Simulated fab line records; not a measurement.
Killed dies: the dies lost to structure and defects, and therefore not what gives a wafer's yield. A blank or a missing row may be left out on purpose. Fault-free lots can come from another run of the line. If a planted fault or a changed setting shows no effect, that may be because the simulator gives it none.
Matching of chambers :: flow n5Finfet :: N5_ILD0_CMP_07 on cmp-03 has 4 sister chambers
The step polishes SiO2 flowable, stops on poly-Si, t overpolish 1.18 s, target thk 138.88 nm. 8 wafers are shown with their chamber, then 11 later ones without.

WAFERS WITH THEIR CHAMBER
wafer: L083.3
chamber: 1
motorCurrentA (A): 13.4
slurryFilterDpKPa (kPa): 13.38

wafer: L083.6
chamber: 1
motorCurrentA (A): 13.1
slurryFilterDpKPa (kPa): 13.41

wafer: L084.4
chamber: 2
motorCurrentA (A): 13.8
slurryFilterDpKPa (kPa): 13.57

wafer: L084.5
chamber: 0
motorCurrentA (A): 13.6
slurryFilterDpKPa (kPa): 13.25

wafer: L085.2
chamber: 3
motorCurrentA (A): 11.4
slurryFilterDpKPa (kPa): 13.77

wafer: L085.3
chamber: 2
motorCurrentA (A): 14.3
slurryFilterDpKPa (kPa): 13.34

wafer: L085.4
chamber: 0
motorCurrentA (A): 13.5
slurryFilterDpKPa (kPa): 13.33

wafer: L086.2
chamber: 3
motorCurrentA (A): 11.4
slurryFilterDpKPa (kPa): 13.43

WAFERS WHOSE CHAMBER IS MISSING
wafer: L086.3
motorCurrentA (A): 14.2
slurryFilterDpKPa (kPa): 13.40

wafer: L086.4
motorCurrentA (A): 13.4
slurryFilterDpKPa (kPa): 13.60

wafer: L087.1
motorCurrentA (A): 12.5
slurryFilterDpKPa (kPa): 13.63

wafer: L087.2
motorCurrentA (A): 11.6
slurryFilterDpKPa (kPa): 13.58

wafer: L087.6
motorCurrentA (A): 11.9
slurryFilterDpKPa (kPa): 13.51

wafer: L090.3
motorCurrentA (A): 12.3
slurryFilterDpKPa (kPa): 13.50

wafer: L090.4
motorCurrentA (A): 13.9
slurryFilterDpKPa (kPa): 13.76

wafer: L090.6
motorCurrentA (A): 14.1
slurryFilterDpKPa (kPa): 13.40

wafer: L092.2
motorCurrentA (A): 14.1
slurryFilterDpKPa (kPa): 13.68

wafer: L092.3
motorCurrentA (A): 11.6
slurryFilterDpKPa (kPa): 13.70

wafer: L092.5
motorCurrentA (A): 13.5
slurryFilterDpKPa (kPa): 13.50

THE CHAMBER EACH PASSED THROUGH
wafer: L086.3
from the rows above: 2
in truth: 2

wafer: L086.4
from the rows above: can't be placed: 1 or 0 or 2
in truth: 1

wafer: L087.1
from the rows above: can't be placed: 1 or 3 or 0
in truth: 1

wafer: L087.2
from the rows above: 3
in truth: 3

wafer: L087.6
from the rows above: 3
in truth: 3

wafer: L090.3
from the rows above: can't be placed: 3 or 1 or 0
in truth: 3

wafer: L090.4
from the rows above: can't be placed: 2 or 0 or 1
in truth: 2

wafer: L090.6
from the rows above: 2
in truth: 2

wafer: L092.2
from the rows above: 2
in truth: 2

wafer: L092.3
from the rows above: 3
in truth: 3

wafer: L092.5
from the rows above: can't be placed: 1 or 0 or 2
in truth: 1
Correctly placed: 6 of 11. Cannot be placed on the basis of these rows: 5; the candidates contain the true chamber in 5. 0 placed wrongly.
How it was worked out, from the rows above alone: a wafer's distance from a chamber is the root of the sum, over the readings, of the square of ((its reading less the chamber's mean) divided by the reading's scatter). If the next closest chamber is less than 2 further off than the closest, the wafer can't be placed; otherwise it belongs to the closest. Each chamber's mean is taken over the wafers shown for it. How the scatter is found: for the shown wafers, subtract from each reading the mean of its chamber, square and add these, divide the total by (wafers less chambers), then take the root.
